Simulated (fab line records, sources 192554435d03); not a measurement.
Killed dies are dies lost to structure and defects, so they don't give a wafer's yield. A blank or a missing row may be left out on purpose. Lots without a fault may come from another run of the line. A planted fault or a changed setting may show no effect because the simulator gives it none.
One fault seen from 2 desks | flow n5_finfet | each desk has only its own numbers; what lay behind them comes last

THE METROLOGY DESK
What the gauges read, lot by lot, whatever tool the lot ran on: means of the sampled wafers that have a number. A lot is out of limits, marked OUT, if its mean lies more than 4 standard deviations from the usual mean; the brackets give that distance. Of its 15 readings 7 are shown: the one that was out of limits first, and those that lie furthest out on some lot.
Columns: A = RS_SD_N at N5_SD_ACTIVATION_RS_MEAS_03, usual 21.9 ohm/sq; B = RS_SD_P at N5_SD_ACTIVATION_RS_MEAS_03, usual 56.2 ohm/sq; C = DIBL_P at N5_BEOL_M4_RC_MEAS_101, usual 36.2 mV/V; D = ION_N at N5_BEOL_M4_RC_MEAS_101, usual 674 uA/um; E = RC_DENSE_N at N5_BEOL_M4_RC_MEAS_101, usual 19.1 ohm.um; F = RC_N at N5_BEOL_M4_RC_MEAS_101, usual 15.6 ohm.um; G = RS_SD_N at N5_BEOL_M4_RC_MEAS_101, usual 28.5 ohm/sq
lot  | first seen here | A               | B    | C    | D   | E    | F    | G
L274 | day 5 04:21     | 21.5            | 55.6 | 36.4 | 675 | 19.2 | 15.8 | 28.0
L285 | day 7 22:15     | 20.4 (-4.5) OUT | 57.0 | 34.1 | 673 | 17.4 | 14.1 | 27.0
L287 | day 8 09:27     | 20.2 (-5.3) OUT | 57.0 | 35.3 | 693 | 18.1 | 14.8 | 26.2 (-5.5) OUT
L288 | day 8 15:54     | 22.0            | 55.3 | 35.8 | 668 | 18.8 | 15.4 | 28.4
This desk's finding: out of limits on L285, L287; first on L285, day 7 22:15 (RS_SD_N at N5_SD_ACTIVATION_RS_MEAS_03). In limits: L274, L288.

THE TOOL OWNER'S DESK: laser_anneal-02
The tool's own readings at N5_SD_ACTIVATION_LSA_01 (time 0.0008 s): means of the sampled wafers that have a number, for each lot that ran on this tool. A lot is out of limits, marked OUT, if its mean lies more than 4 standard deviations from the usual mean; the brackets give that distance.
Columns: A = wafer_temp_C_max at N5_SD_ACTIVATION_LSA_01, usual 1083.9
lot  | first seen here | A
L274 | day 5 04:09     | 1085.4
L285 | day 7 22:03     | 1098.8 (+8.8) OUT
L287 | day 8 09:15     | 1099.6 (+9.3) OUT
This desk's finding: out of limits on L285, L287; first on L285, day 7 22:03 (wafer_temp_C_max at N5_SD_ACTIVATION_LSA_01). In limits: L274.

PUT TOGETHER
The tool owner's desk could have raised an alarm at day 7 22:03, on L285, L287.
The metrology desk could have raised an alarm at day 7 22:15, on L285, L287.
Of the lots named, all ran N5_SD_ACTIVATION_LSA_01 on laser_anneal-02.

WHAT THE SIMULATOR HAD PUT IN
Process parameter drift: laser_anneal-02, from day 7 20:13 on, at N5_SD_ACTIVATION_LSA_01. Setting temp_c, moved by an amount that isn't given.
Lots struck among those shown: L285, L287.
Hours from the fault's start to each desk's first reading out of limits: the tool owner's desk, 2; the metrology desk, 2.
